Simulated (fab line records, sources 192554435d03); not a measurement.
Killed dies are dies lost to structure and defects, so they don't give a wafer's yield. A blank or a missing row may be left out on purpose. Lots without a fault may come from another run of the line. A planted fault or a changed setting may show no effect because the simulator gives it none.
A struck lot beside a sound one | flow n5_finfet | 16 steps out of a route of 1938
Sound: wafers L383.4, L383.5, L383.6. Struck: wafer L392.5. (L392.2 of the same lot was not struck and is left out.) The cause comes at the end.
At each step with rows: each side's tool, then ch and its chambers, then its first start. Under that, the readings that differ: sound wafers | struck wafers | difference of the means | sigmas: that difference in standard deviations of wafers without a fault.
alike: readings whose means differ by less than 2 such deviations, and words and numbers that are the same on both sides. not compared: withheld readings, readings that some wafer has no value for, bounds like >300 that may hide the same value, and numbers for which the record gives no deviation and whose values overlap.
The two part at a step that has a row with sigmas, a row that says differs or no value, or rows on one side only. Numbers that don't overlap but have no deviation are shown without sigmas and don't part them. A reading that every wafer of one side lacks parts them only if that side has two wafers or more.

first, 3 steps without rows for these wafers: N5_BEOL_M2_SPUTTER_90 (material Cu, target thk 4.5 nm, time 8.29 s); N5_BEOL_M2_ANNEAL_91 (time 240 s); N5_BEOL_M2_SPUTTER_92 (material Cu, target thk 4.5 nm, time 8.29 s).
N5_BEOL_M2_ANNEAL_93: time 240 s.
  sound on pvd_sputter-02, day 6 23:08; struck on pvd_sputter-03, day 9 07:42
  alike: heater_power_w
N5_BEOL_M2_SPUTTER_94: material Cu, target thk 4.5 nm, time 8.29 s.
  sound on pvd_sputter-02, day 6 23:17; struck on pvd_sputter-03, day 9 07:50
  alike: throttle_valve_pct
N5_BEOL_M2_ANNEAL_95: time 240 s.
  sound on pvd_sputter-02, day 6 23:22; struck on pvd_sputter-03, day 9 07:55
  alike: heater_power_w
then, 3 steps without rows for these wafers: N5_BEOL_M2_SPUTTER_96 (material Cu, target thk 4.5 nm, time 8.29 s); N5_BEOL_M2_ECD_50 (material Cu, target thk 300 nm); N5_BEOL_M2_ANNEAL_51 (time 90 s).
N5_BEOL_M2_CMP_52: polishes, stops on SiOC, t overpolish 6.8 s, target thk 40 nm.
  sound on cmp-02 ch 0,3, day 7 00:05; struck on cmp-01 ch 1, day 9 08:55
  alike: barrier_field_endpoint_s, motor_current_A, overpolish_run_s, time_to_endpoint_s
N5_BEOL_M2_THK_MEAS_53: measures by xrf.
  sound on film_metro-01, day 7 00:21; struck on film_metro-01, day 9 09:05
  alike: M2_THK
N5_BEOL_M2_PRE_CLEAN_60: time 15 s.
  sound on cvd_co-02 ch 0,1,2, day 7 00:24; struck on cvd_co-02 ch 1, day 9 09:09
  alike: heater_power_w
N5_BEOL_M2_CO_CAP_55: material Co, precursor CCTBA/H2, target thk 2 nm, time 102.1 s.
  sound on cvd_co-02 ch 0,1,2, day 7 00:28; struck on cvd_co-02 ch 1, day 9 09:11
  reading                                   | sound             | struck | difference | sigmas
  run_length_s (s)                          | 124.8 124.9 125.6 | 85.5   | -39.6      | -92
  model.Co_of_BEOL_M2_CO_CAP_55.thk_nm (nm) | 2 2 1.8           | 1.4    | -0.5       |
  alike: heater_power_w
then, 1 step without rows for these wafers: N5_BEOL_M2_PRE_CLEAN_56 (time 15 s).
N5_BEOL_M4_RC_MEAS_101:
  sound on prober-01 ch 0, day 8 10:34; struck on prober-02 ch 0, day 10 15:18
  reading       | sound          | struck | difference | sigmas
  SS_N (mV/dec) | 71.3 71.4 71.3 | 72.8   | +1.5       | +2
  alike: DIBL_N, DIBL_P, IOFF_N, IOFF_P, ION_N, ION_P, SS_P, VT_N, VT_P
then, 1 step without rows for these wafers: N5_PASSIVATION_PROBE_49.

WHERE THEY PART
First at N5_BEOL_M2_CO_CAP_55; last, within this record, at N5_BEOL_M4_RC_MEAS_101.

WHY: what the simulator had put in
Process parameter drift: cvd_co-02, from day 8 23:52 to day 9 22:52, at N5_BEOL_M2_CO_CAP_55. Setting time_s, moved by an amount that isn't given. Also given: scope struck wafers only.
